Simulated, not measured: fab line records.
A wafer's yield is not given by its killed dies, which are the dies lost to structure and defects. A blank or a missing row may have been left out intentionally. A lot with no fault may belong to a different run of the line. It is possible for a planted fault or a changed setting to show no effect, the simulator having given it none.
fab line records    flow nandHarc
record: lots: 6  wafers: 18  lastDay: 32
route steps=1302 shown A_STAIRCASE@798 END@1302
lots that met no fault: from a run of the same line without faults
startH: hours from the record's first day to the start of the lot's first wafer shown    waitH: hours elapsed since this lot's preceding step    " as in the row above    L1.1+2: one row covering several wafers at once    - no value present, or no start provided    * or withheld: withheld    < > ~ a bound
route shown NAME@n: NAME is a module with steps in the file, n the number in the route of the first one    usual: mean/standard deviation taken from wafers without a fault    same: alike in all rows    chamber/n: place in a boat    sites: readings site by site    _std_site: how widely they spread, as a standard deviation    _edge_site: the outer-site mean with the inner-site mean subtracted    radiusMm: how far each site lies from the wafer's centre    mask NAME#n: copy n    behind: tool/chamber where the wafer was last shaped    hold: why the lot was held/for how many hours/how that ended    device: names the non-switching transistor (n, p or np)    end of line: the tests these same wafers got at the end of their route    for a step that has no rows: nothing shown but its recipe    killed: dies that structure and defects cost at the first sort, which is not the same as the wafer's yield    map: a wafer's dies, marking killed ones x, the rest . and places with no die _
set.NAME: the setting that was run; set.NAME@STEP: the one run at that earlier step    model.NAME: the simulator's own value behind a step, which no gauge read
lots at selected steps of the route; one table per step, one row per wafer
services: when a tool's chamber went out of use (startH, in hours from the record's first day, below 0 if earlier), for how many hours, and the reason
== steps ==
step: NHARC_A_STAIRCASE_HMDS_282
recipe: timeS: 30
step: NHARC_A_STAIRCASE_COAT_283
recipe: spinRpm: 1200
step: NHARC_A_STAIRCASE_SOFTBAKE_284
recipe: tempC: 135  timeS: 170
step: NHARC_A_STAIRCASE_EBR_285
step: NHARC_A_STAIRCASE_EXPOSE_286
recipe: na: 0.5  doseMj: 25.01  maskId: CHOP_100
step: NHARC_A_STAIRCASE_PEB_287
recipe: pebTempC: 115  pebTimeS: 130
step: NHARC_A_STAIRCASE_DEVELOP_288
recipe: timeS: 140
step: NHARC_A_STAIRCASE_HARDBAKE_290
recipe: tempC: 120  timeS: 140
step: NHARC_A_STAIRCASE_DESCUM_291
recipe: timeS: 3  o2FlowSccm: 200  arFlowSccm: 0  biasPowerW: 0  chemistry: O2
step: NHARC_A_STAIRCASE_ETCH_292
recipe: cf4FlowSccm: 100  chf3FlowSccm: 30  arFlowSccm: 0  rfW: 500  biasW: 200  chemistry: CF4/CHF3
step: NHARC_A_STAIRCASE_HM_OPEN_460
recipe: o2FlowSccm: 400  cosFlowSccm: 20  arFlowSccm: 0  rfW: 500  biasW: 300  chemistry: O2/COS
usual: drypumpMotorCurrentA: 5.7/0.41  oesProductAu: 1.003/0.015  rfVppV: 467/3.2  showerheadPlenumPTorr: 3.14/0.15  throttleValvePct: 28.331/0.0092
lot.wafer  tool        chamber  startH  waitH  drypumpMotorCurrentA  oesProductAu  rfHoursCounterH  rfVppV  showerheadPlenumPTorr  throttleValvePct
L191.2     rieDiel-02  0        -       -      5.6                   1.006         6                463     2.95                   28.344
L191.1     "           1        "       "      5.3                   1.001         7                469     3.19                   28.329
L191.5     "           3        "       "      5.3                   0.988         -                471     3.32                   28.343
L194.2     rieDiel-13  1        -       -      6.1                   1.008         30               471     3.30                   28.328
L194.3     "           2        "       "      5.5                   0.989         33               470     3.29                   28.341
L194.5     "           1        "       "      6.1                   1.015         -                471     3.30                   28.319
L197.1     rieDiel-13  0        -       -      6.3                   0.999         44               463     2.91                   28.327
L197.6     "           1        "       "      6.1                   1.006         -                472     3.29                   28.343
L197.5     "           2        "       "      5.5                   1.000         -                470     3.29                   28.327
L198.4     rieDiel-13  3        -       -      5.2                   1.035         38               470     3.24                   28.344
L198.3     "           1        "       "      6.1                   1.008         45               472     3.29                   28.343
L198.2     "           2        "       "      5.5                   1.002         50               470     3.29                   28.327
L203.2     rieDiel-01  0        -       -      6.2                   0.983         51               465     2.98                   28.331
L203.3     "           2        "       "      5.7                   1.003         61               465     3.00                   28.309
L203.5     "           3        "       "      5.1                   0.969         -                469     3.18                   28.320
L209.2     rieDiel-01  3        -       -      5.1                   0.989         10               469     3.17                   28.316
L209.4     "           0        "       "      6.2                   0.997         10               464     2.97                   28.331
L209.5     "           2        "       "      5.7                   0.988         -                465     3.00                   28.329
step: NHARC_A_STAIRCASE_STRIP_461
recipe: o2FlowSccm: 400  cosFlowSccm: 20  arFlowSccm: 0  biasW: 0  chemistry: O2/COS
lot.wafer   tool        chamber  startH  waitH
L191.2+1+5  rieDiel-02  3,0,2    414.39  -
L194.2+3+5  rieDiel-13  1,2,2    448.18  -
L197.1+6+5  rieDiel-13  2,2,3    481.54  -
L198.3+4+2  rieDiel-13  0,2,3    490.45  -
L203.3+2+5  rieDiel-01  2,0,2    536.68  -
L209.2+4+5  rieDiel-01  0,1,2    595.17  -
step: NHARC_A_STAIRCASE_ETCH_452
recipe: targetDepthA: 300  overetchA: 30  timeS: 16.5  ionEnergyEv: 100  cf4FlowSccm: 80  o2FlowSccm: 20  arFlowSccm: 0  rfW: 300  biasW: 100  chemistry: CF4/O2
usual: drypumpMotorCurrentA: 5.7/0.4  oesProductAu: 1.003/0.014  rfVppV: 198.0/1.7  showerheadPlenumPTorr: 1.34/0.068  throttleValvePct: 13.396/0.0094
lot.wafer  tool        chamber  startH  waitH  drypumpMotorCurrentA  oesProductAu  rfHoursCounterH  rfVppV  showerheadPlenumPTorr  throttleValvePct
L191.2     rieDiel-02  3        -       -      5.3                   0.982         4                200.3   1.42                   13.389
L191.1     "           0        "       "      5.6                   0.994         6                195.6   1.26                   13.403
L191.5     "           2        "       "      6.0                   0.996         -                196.3   1.27                   13.395
L194.3     rieDiel-13  1        -       -      6.1                   1.019         30               200.5   1.41                   13.390
L194.2     "           2        "       "      5.5                   0.995         33               199.9   1.41                   13.390
L194.5     "           2        "       "      5.5                   0.992         -                199.9   1.41                   13.389
L197.1     rieDiel-13  2        -       -      5.5                   1.002         47               200.1   1.41                   13.399
L197.5     "           1        "       "      6.1                   1.020         -                198.0   1.41                   13.405
L197.6     "           2        "       "      5.5                   1.010         -                200.7   1.41                   13.385
L198.2     rieDiel-13  1        -       -      6.1                   1.007         45               198.2   1.41                   13.398
L198.4     "           3        "       "      5.2                   1.042         38               199.0   1.38                   13.405
L198.3     "           0        "       "      6.3                   1.002         47               197.1   1.24                   13.393
L203.2     rieDiel-01  1        -       -      5.7                   0.975         47               197.0   1.34                   13.393
L203.3     "           2        "       "      5.7                   1.002         61               196.7   1.28                   13.381
L203.5     "           1        "       "      5.7                   0.982         -                198.0   1.34                   13.409
L209.2     rieDiel-01  1        -       -      5.6                   1.008         11               198.6   1.34                   13.377
L209.4     "           2        "       "      5.7                   1.005         11               195.5   1.28                   13.376
L209.5     "           1        "       "      5.6                   1.010         -                197.0   1.34                   13.373
step: NHARC_A_STAIRCASE_ETCH_294
recipe: targetDepthA: 49890  timeS: 1211.6  ionEnergyEv: 800  c4f8FlowSccm: 80  o2FlowSccm: 60  arFlowSccm: withheld  rfW: 600  biasW: 3000  chemistry: C4F8/O2/Ar
step: NHARC_A_STAIRCASE_STRIP_295
recipe: o2FlowSccm: 500  arFlowSccm: 0  biasW: 0  chemistry: O2
step: NHARC_A_STAIRCASE_STRIP_296
recipe: timeS: 900  tempC: 130  chemistry: SPM
step: NHARC_A_STAIRCASE_PRECLEAN_297
recipe: timeS: *  tempC: 50  bathAgeMin: 0  chemistry: SC1
step: NHARC_A_STAIRCASE_SRD_298
step: NHARC_A_STAIRCASE_HM_DEP_462
recipe: targetThkA: 8000  tempC: 400  material: aC
usual: throttleValvePct: 35.000/0.0097
lot.wafer  tool       chamber  startH  waitH  throttleValvePct
L191.1     aclDep-02  0        416.15  0.1    35.002
L191.2     "          0        "       "      35.027
L191.5     "          0        "       "      34.993
L194.2     aclDep-02  0        450.45  0.4    34.993
L194.3     "          0        "       "      35.004
L194.5     "          0        "       "      34.990
L197.1     aclDep-03  0        483.30  0.1    35.004
L197.5     "          0        484.52  1.3    34.999
L197.6     "          0        "       "      34.992
L198.2     aclDep-02  0        492.54  0.4    35.017
L198.3     "          0        "       "      35.004
L198.4     "          0        "       "      34.994
L203.2     aclDep-02  0        539.42  1.0    35.000
L203.3     "          0        "       "      35.006
L203.5     "          0        "       "      35.004
L209.2     aclDep-01  0        598.60  1.7    34.983
L209.4     "          0        "       "      35.007
L209.5     "          0        "       "      35.011
step: NHARC_A_STAIRCASE_DEP_301
recipe: targetThkA: 300  targetThkNm: 30  tempC: 400  pressureTorr: 3.5  flowSccm: 200  rfW: 350  material: SiON
usual: heaterPowerW: 801/69
lot.wafer  tool      chamber  startH  waitH  heaterPowerW
L191.2     pecvd-01  1        418.04  1.3    793
L191.1     "         2        "       "      875
L191.5     "         2        "       "      879
L194.2     pecvd-01  2        452.01  1.3    849
L194.3     "         1        "       "      783
L194.5     "         0        "       "      699
L197.1     pecvd-02  2        485.14  1.5    761
L197.5     "         2        "       "      770
L197.6     "         0        "       "      719
L198.3     pecvd-04  1        494.09  0.9    842
L198.2     "         0        "       "      708
L198.4     "         0        "       "      706
L203.2     pecvd-02  2        540.97  1.2    743
L203.3     "         0        "       "      686
L203.5     "         2        "       "      722
L209.2     pecvd-01  2        600.20  1.3    817
L209.5     "         0        "       "      661
L209.4     "         2        "       "      813
step: NHARC_A_STAIRCASE_DEHYDRATE_302
recipe: tempC: 150  timeS: 120
step: NHARC_A_STAIRCASE_HMDS_303
recipe: timeS: 30
step: NHARC_A_STAIRCASE_COAT_304
recipe: spinRpm: 1200
step: NHARC_A_STAIRCASE_SOFTBAKE_305
recipe: tempC: 135  timeS: 170
step: NHARC_A_STAIRCASE_EBR_306
step: NHARC_A_STAIRCASE_EXPOSE_307
recipe: na: 0.5  doseMj: 45.72  maskId: CHOP_50
step: NHARC_A_STAIRCASE_PEB_308
recipe: pebTempC: 115  pebTimeS: 130
step: NHARC_A_STAIRCASE_DEVELOP_309
recipe: timeS: 140
step: NHARC_A_STAIRCASE_HARDBAKE_311
recipe: tempC: 120  timeS: 140
step: NHARC_A_STAIRCASE_DESCUM_312
recipe: timeS: 3  o2FlowSccm: 200  arFlowSccm: 0  biasPowerW: 0  chemistry: O2
step: NHARC_A_STAIRCASE_ETCH_313
recipe: cf4FlowSccm: 100  chf3FlowSccm: 30  arFlowSccm: 0  rfW: 500  biasW: 200  chemistry: CF4/CHF3
step: NHARC_A_STAIRCASE_HM_OPEN_463
recipe: o2FlowSccm: 400  cosFlowSccm: 20  arFlowSccm: 0  rfW: 500  biasW: 300  chemistry: O2/COS
step: NHARC_A_STAIRCASE_STRIP_464
recipe: o2FlowSccm: 400  cosFlowSccm: 20  arFlowSccm: 0  biasW: 0  chemistry: O2/COS
step: NHARC_A_STAIRCASE_ETCH_453
recipe: targetDepthA: 300  overetchA: 30  timeS: 16.5  ionEnergyEv: 100  cf4FlowSccm: 80  o2FlowSccm: 20  arFlowSccm: 0  rfW: 300  biasW: 100  chemistry: CF4/O2
usual: drypumpMotorCurrentA: 5.6/0.37  oesProductAu: 0.998/0.012  rfVppV: 197.7/1.6  showerheadPlenumPTorr: 1.33/0.058  throttleValvePct: 13.397/0.0092
lot.wafer  tool        chamber  startH  waitH  drypumpMotorCurrentA  oesProductAu  rfHoursCounterH  rfVppV  showerheadPlenumPTorr  throttleValvePct
L191.1     rieDiel-01  2        -       -      5.7                   0.994         14               195.8   1.29                   13.405
L191.2     "           1        "       "      5.7                   0.992         12               197.8   1.35                   13.391
L191.5     "           2        "       "      5.7                   0.999         -                197.1   1.29                   13.376
L194.3     rieDiel-02  2        -       -      5.9                   1.009         13               196.6   1.27                   13.397
L194.2     "           0        "       "      5.6                   0.991         15               195.7   1.26                   13.393
L194.5     "           1        "       "      5.3                   1.023         -                198.5   1.36                   13.388
L197.1     rieDiel-02  2        -       -      6.0                   1.006         25               197.3   1.26                   13.388
L197.5     "           3        "       "      5.3                   1.007         -                200.1   1.42                   13.404
L197.6     "           0        "       "      5.6                   1.007         -                195.0   1.25                   13.396
L198.3     rieDiel-01  3        -       -      5.1                   0.971         43               198.6   1.36                   13.393
L198.2     "           0        "       "      6.2                   1.011         37               196.1   1.27                   13.400
L198.4     "           2        "       "      5.7                   1.003         44               197.1   1.29                   13.413
L203.3     rieDiel-01  1        -       -      5.7                   0.989         49               200.0   1.34                   13.414
L203.2     "           0        "       "      6.2                   0.992         53               196.9   1.27                   13.396
L203.5     "           1        "       "      5.7                   0.999         -                197.4   1.34                   13.403
L209.2     rieDiel-01  2        -       -      5.7                   1.008         13               195.7   1.28                   13.394
L209.4     "           0        "       "      6.2                   1.002         11               198.1   1.27                   13.390
L209.5     "           3        "       "      5.1                   0.996         -                198.2   1.35                   13.399
step: NHARC_A_STAIRCASE_ETCH_315
recipe: targetDepthA: 25000  timeS: 607.1  ionEnergyEv: 800  c4f8FlowSccm: 80  o2FlowSccm: 60  arFlowSccm: withheld  rfW: 600  biasW: 3000  chemistry: C4F8/O2/Ar
step: NHARC_A_STAIRCASE_STRIP_316
recipe: o2FlowSccm: 500  arFlowSccm: 0  biasW: 0  chemistry: O2
step: NHARC_A_STAIRCASE_STRIP_317
recipe: timeS: 900  tempC: 130  chemistry: SPM
step: NHARC_A_STAIRCASE_PRECLEAN_318
recipe: timeS: *  tempC: 50  bathAgeMin: 0  chemistry: SC1
step: NHARC_A_STAIRCASE_SRD_329
step: NHARC_END_SORT_01
recipe: tempC: 25
usual: killedAtArray: 58/19  killedAtOther: 1.1/1.2  killedAtPeriphery: 3.8/2.4  killedDies: 63/18  killedOpen: 3.3/1.8  killedShort: 2.2/1.6
same: grossDies: 677
lot.wafer  tool       chamber  startH  waitH  killedAtArray  killedAtOther  killedAtPeriphery  killedDies  killedOpen  killedShort
L191.1     prober-02  0        591.05  2.5    63             1              3                  67          3           3
L191.2     prober-02  0        591.84  2.8    79             2              4                  85          5           1
L191.5     prober-02  0        594.23  3.7    63             0              5                  68          1           1
L194.2     prober-01  0        622.16  2.8    74             1              4                  79          0           2
L194.3     prober-01  0        622.98  3.2    47             0              3                  50          2           2
L194.5     prober-01  0        624.60  3.8    61             1              3                  65          3           2
L197.1     prober-02  0        666.38  2.5    65             0              3                  68          1           2
L197.5     prober-02  0        669.61  3.7    164            0              2                  166         2           0
L197.6     prober-02  0        670.42  4.0    50             2              2                  54          5           0
L198.2     prober-02  0        677.19  2.8    161            2              2                  165         5           4
L198.3     prober-02  0        677.98  3.1    80             2              0                  82          1           0
L198.4     prober-02  0        678.78  3.4    79             1              0                  80          1           1
L203.3     prober-02  0        716.19  3.1    73             1              2                  76          4           2
L203.5     prober-02  0        717.76  3.6    74             0              1                  75          3           5
L209.2     prober-01  0        771.81  2.8    63             2              3                  68          4           2
L209.4     prober-01  0        773.41  3.4    73             2              2                  77          6           0
L209.5     prober-01  0        774.21  3.7    80             0              8                  88          2           3
killed by level:class
L191.1 A_CHANNEL_HOLE_D1:chamberFilmFlake=26 A_SLIT:chamberFilmFlake=23 A_CHANNEL_HOLE_D2:chamberFilmFlake=5 A_CHANNEL_FILL_D1:geometricParticle:short=2 P_GATE:chamberFilmFlake=2 A_STAIRCASE:chamberFilmFlake=2 A_ONON_D1:geometricParticle:short=1 A_CONTACT:geometricParticle:open=1
L191.2 A_SLIT:chamberFilmFlake=27 A_CHANNEL_HOLE_D1:chamberFilmFlake=26 A_CHANNEL_HOLE_D2:chamberFilmFlake=11 A_STAIRCASE:chamberFilmFlake=5 A_CHANNEL_FILL_D1:chamberFilmFlake=3 P_STI:chamberFilmFlake=2 THIN_TSV:chamberFilmFlake=2 P_CONTACT:geometricParticle:open=1
L191.5 A_CHANNEL_HOLE_D1:chamberFilmFlake=24 A_SLIT:chamberFilmFlake=20 A_CHANNEL_HOLE_D2:chamberFilmFlake=10 A_STAIRCASE:chamberFilmFlake=5 P_STI:chamberFilmFlake=2 P_GATE:geometricParticle:short=1 A_CONTACT:geometricParticle:open=1 P_GATE:chamberFilmFlake=1
L194.2 A_CHANNEL_HOLE_D1:chamberFilmFlake=32 A_CHANNEL_HOLE_D2:chamberFilmFlake=30 A_WL_FILL:chamberFilmFlake=4 A_CONTACT:chamberFilmFlake=4 A_SGD_CUT:chamberFilmFlake=2 P_BONDPAD:chamberFilmFlake=2 A_SLIT:chamberFilmFlake=2 P_STI:geometricParticle:short=1
L194.3 A_CHANNEL_HOLE_D2:chamberFilmFlake=21 A_CHANNEL_HOLE_D1:chamberFilmFlake=15 A_CONTACT:chamberFilmFlake=3 P_BONDPAD:chamberFilmFlake=2 A_SLIT:chamberFilmFlake=2 P_M0:geometricParticle:short=1 A_CHANNEL_FILL_D2:geometricParticle:open=1 A_CHANNEL_FILL_D2:geometricParticle:short=1
L194.5 A_CHANNEL_HOLE_D2:chamberFilmFlake=27 A_CHANNEL_HOLE_D1:chamberFilmFlake=24 A_CONTACT:chamberFilmFlake=3 A_CHANNEL_FILL_D2:chamberFilmFlake=2 P_M0:geometricParticle:open=1 A_ONON_D1:geometricParticle:short=1 A_DECK1_JOINT:geometricParticle:open=1 A_M0:geometricParticle:open=1
L197.1 A_CHANNEL_HOLE_D1:chamberFilmFlake=33 A_CHANNEL_HOLE_D2:chamberFilmFlake=20 P_GATE:chamberFilmFlake=2 A_ZERO_WELL:chamberFilmFlake=2 A_SLIT:chamberFilmFlake=2 A_STAIRCASE:chamberFilmFlake=2 P_GATE:geometricParticle:short=1 A_ONON_D1:geometricParticle:open=1
L197.5 A_STAIRCASE:unspecified=98 A_CHANNEL_HOLE_D1:chamberFilmFlake=36 A_CHANNEL_HOLE_D2:chamberFilmFlake=19 A_CONTACT:chamberFilmFlake=6 P_GATE:geometricParticle:open=1 A_ONON_D1:geometricParticle:open=1 P_M0:chamberFilmFlake=1 A_SLIT:chamberFilmFlake=1
L197.6 A_CHANNEL_HOLE_D1:chamberFilmFlake=26 A_CHANNEL_HOLE_D2:chamberFilmFlake=12 A_BLC:chamberFilmFlake=3 A_STAIRCASE:chamberFilmFlake=2 THIN_TSV:chamberFilmFlake=2 A_DECK1_JOINT:geometricParticle:open=1 A_ONON_D2:geometricParticle:open=1 A_SGD_CUT:geometricParticle:open=1
L198.2 A_STAIRCASE:unspecified=87 A_CHANNEL_HOLE_D1:chamberFilmFlake=25 A_SLIT:chamberFilmFlake=19 A_CHANNEL_HOLE_D2:chamberFilmFlake=14 A_CONTACT:chamberFilmFlake=4 A_ZERO_WELL:chamberFilmFlake=3 P_CONTACT:geometricParticle:open=1 A_SOURCE_PLATE:geometricParticle:short=1
L198.3 A_SLIT:chamberFilmFlake=29 A_CHANNEL_HOLE_D1:chamberFilmFlake=28 A_CHANNEL_HOLE_D2:chamberFilmFlake=12 A_ZERO_WELL:chamberFilmFlake=4 A_CONTACT:chamberFilmFlake=3 THIN_TSV:chamberFilmFlake=2 A_CHANNEL_HOLE_D2:geometricParticle:open=1 A_CHANNEL_FILL_D2:chamberFilmFlake=1
L198.4 A_SLIT:chamberFilmFlake=29 A_CHANNEL_HOLE_D1:chamberFilmFlake=26 A_CHANNEL_HOLE_D2:chamberFilmFlake=12 A_CONTACT:chamberFilmFlake=4 A_ZERO_WELL:chamberFilmFlake=2 A_CHANNEL_FILL_D2:chamberFilmFlake=2 A_ONON_D2:geometricParticle:short=1 A_WL_FILL:geometricParticle:open=1
L203.3 A_CHANNEL_HOLE_D2:chamberFilmFlake=29 A_CHANNEL_HOLE_D1:chamberFilmFlake=23 A_CONTACT:chamberFilmFlake=4 A_SLIT:chamberFilmFlake=3 A_STAIRCASE:chamberFilmFlake=3 A_ONON_D2:geometricParticle:short=2 A_M0:geometricParticle:open=2 A_CHANNEL_FILL_D2:chamberFilmFlake=2
L203.5 A_CHANNEL_HOLE_D1:chamberFilmFlake=29 A_CHANNEL_HOLE_D2:chamberFilmFlake=23 A_SLIT:chamberFilmFlake=3 A_CONTACT:chamberFilmFlake=3 A_M0:geometricParticle:short=2 A_CHANNEL_FILL_D2:chamberFilmFlake=2 A_SGD_CUT:chamberFilmFlake=2 A_DECK1_JOINT:geometricParticle:open=1
L209.2 A_SLIT:chamberFilmFlake=25 A_CHANNEL_HOLE_D2:chamberFilmFlake=23 A_CONTACT:chamberFilmFlake=4 A_M1:chamberFilmFlake=3 A_STAIRCASE:chamberFilmFlake=2 THIN_TSV:chamberFilmFlake=2 P_GATE:geometricParticle:open=1 P_CONTACT:geometricParticle:open=1
L209.4 A_SLIT:chamberFilmFlake=26 A_CHANNEL_HOLE_D2:chamberFilmFlake=24 A_CONTACT:chamberFilmFlake=11 A_BLC:geometricParticle:open=3 A_DECK1_JOINT:chamberFilmFlake=2 A_M1:chamberFilmFlake=2 THIN_TSV:chamberFilmFlake=2 A_CHANNEL_FILL_D1:geometricParticle:open=1
L209.5 A_SLIT:chamberFilmFlake=38 A_CHANNEL_HOLE_D2:chamberFilmFlake=29 A_CONTACT:chamberFilmFlake=6 P_GATE:chamberFilmFlake=5 A_WL_FILL:geometricParticle:short=2 P_STI:chamberFilmFlake=2 A_M1:chamberFilmFlake=2 P_CONTACT:geometricParticle:open=1
map L197.5 (x killed, . not)
____________.____________
_________xxx...._________
_______..........._______
______xxx......x.x.______
_____....x....x.xxx._____
____xx.xxx....xxxxx.x____
____..xxxx..xxxxxxxxx____
___..xxxxxx.xxxxxxxx..___
___...xxxxx..xxxxxxxx.___
__...xx.xx..xxxxxxxxx..__
__......x.xxxxxxxxxxx..__
_.....xx....xxxxxxxxxx.._
_......x.x..xxxxxxxxx..._
_.....x.xx...xxxxxxx.x.._
_.......xx.x.xxxxxxxx..._
_.......xxxx...xxxx....._
......x......x..x.x......
...........xx............
........x.xx..x...x.xx...
.........xx..............
......x..................
_......................._
_.....................x._
_.....x................._
_......................._
_......................._
__x....................__
__.x...................__
___...................___
___x............x.....___
____.................____
____......x..........____
_____..............._____
______.............______
_______..........._______
_________...x..._________
____________.____________
map L198.2 (x killed, . not)
____________.____________
_________...x..._________
_______..........._______
______....x...x..x.______
_____..xx.xx.xx.xxxx_____
____...xxx.xxxxxxxxx.____
____.xxxx.xxxxxxxxx.x____
___xxxxxx.xxxxxxxxxxx.___
___..xx..x.xxxxxxxxxx.___
__...x..xx.xxxxxxxxxx..__
__x....xx....xxxxxxxx..__
_..x..x...x.xxxxxxxxx..._
_.....x.x...xxxxxxxxx..._
_..........x.xxxxxxx..x._
_........xxxx.xxxxxx...._
_.......x.xx...xxx..xx.._
.............xxxxx.......
...........x............x
.........x...............
............x............
.......x..........x......
_......xx..............._
_......................._
_......................._
_......................._
_..................x...._
__............x........__
__x..........x.x.......__
___...................___
___...................___
____.................____
____.........x.......____
_____..............._____
______.............______
_______....x...x.._______
_________......._________
____________.____________
== services ==
tool        chamber  startH  hours  kind
rieDiel-13  3        391.08  21.6   repair
rieDiel-02  -        393.92  9.0    pm
pecvd-02    -        408.33  13.0   pm
pecvd-04    0        411.18  3.9    repair
aclDep-02   -        428.59  13.0   pm
pecvd-01    2        428.83  19.4   repair
rieDiel-01  1        431.94  13.4   repair
pecvd-04    -        450.35  13.0   pm
pecvd-02    -        453.86  0.6    repair
aclDep-03   -        487.04  13.0   pm
rieDiel-13  1        492.24  6.6    repair
pecvd-01    -        492.45  13.0   pm
rieDiel-13  0        495.00  16.7   repair
rieDiel-13  -        519.06  9.0    pm
pecvd-01    0        532.05  4.3    repair
pecvd-01    1        537.21  3.5    repair
pecvd-04    -        537.96  5.1    repair
aclDep-01   -        553.40  13.0   pm
rieDiel-01  -        557.90  9.0    pm
aclDep-02   -        567.39  4.6    repair
rieDiel-02  -        573.51  9.0    pm
pecvd-02    0        580.97  14.6   repair
pecvd-02    -        589.33  13.0   pm
rieDiel-02  0        596.15  36.8   repair
== key ==
firstSign: step: NHARC_END_SORT_01  reading: killedDies  direction: up  sigmas: 5.5  usual: 63  struck: 166
effect: step: NHARC_END_SORT_01  reading: killedAtArray  direction: up  sigmas: 5.5  usual: 58  struck: 162
moreKillsBornAt: NHARC_A_STAIRCASE_STRIP_461@rieDiel-13: 185
metAt NHARC_A_STAIRCASE_STRIP_461
struckWafers L197.5,L198.2
testerLeftOut L197,L198
fault: kind: chamberParticleSource  tool: rieDiel-13  chamber: 3  onsetH: 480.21  steps: NHARC_A_STAIRCASE_STRIP_461  ratePerVisitCm2: 1.2546  endH: 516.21
testerLeftOut: of these lots the tester's yield and bins aren't shown, on N5 and GAA mostly nor the transistor test; their killed dies are dies lost to structure and defects alone, not to doping, threshold or leakage, so they don't give the yield
